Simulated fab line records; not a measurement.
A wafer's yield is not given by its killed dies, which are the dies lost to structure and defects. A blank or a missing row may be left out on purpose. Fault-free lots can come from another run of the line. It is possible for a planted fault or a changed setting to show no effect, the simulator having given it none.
Chamber matching | flow nand_harc | 3 sister chambers for NHARC_A_ONON_D1_DEP_33 on pecvd-02
The step deposits SiO2, target thk 200 nm. 3 wafers are shown with their chamber, then 8 later ones without.

EACH WAFER AND ITS CHAMBER
wafer  | chamber | throttle_valve_pct (%)
L081.6 | 1       | 15.5
L084.6 | 2       | 15.9
L086.1 | 0       | 15.3

WAFERS WITH NO CHAMBER GIVEN
wafer  | throttle_valve_pct (%)
L086.4 | 16.0
L086.5 | 15.3
L089.1 | 15.4
L089.3 | 15.9
L089.6 | 16.1
L097.4 | 15.4
L097.5 | 16.0
L097.6 | 16.3

EACH ONE'S CHAMBER
wafer  | from the rows above     | in truth
L086.4 | 2                       | 2
L086.5 | can't be placed: 0 or 1 | 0
L089.1 | can't be placed: 0 or 1 | 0
L089.3 | 2                       | 2
L089.6 | 2                       | 2
L097.4 | can't be placed: 0 or 1 | 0
L097.5 | 2                       | 2
L097.6 | 2                       | 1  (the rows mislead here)
Placed correctly: 4 of 8. These rows do not allow placing 3 (true chamber among the candidates in 3). Placed wrongly: 1.
How it was worked out, from the rows above alone: a wafer's distance from a chamber is the root of the sum, over the readings, of the square of ((its reading less the chamber's mean) divided by the reading's scatter). The wafer belongs to the nearest chamber; if the next one is less than 2 further off, it can't be placed. A chamber's mean is the mean of its shown wafers. The scatter: with one shown wafer a chamber, the root of the mean of the squares of how far each hidden wafer lies from its nearest shown one.
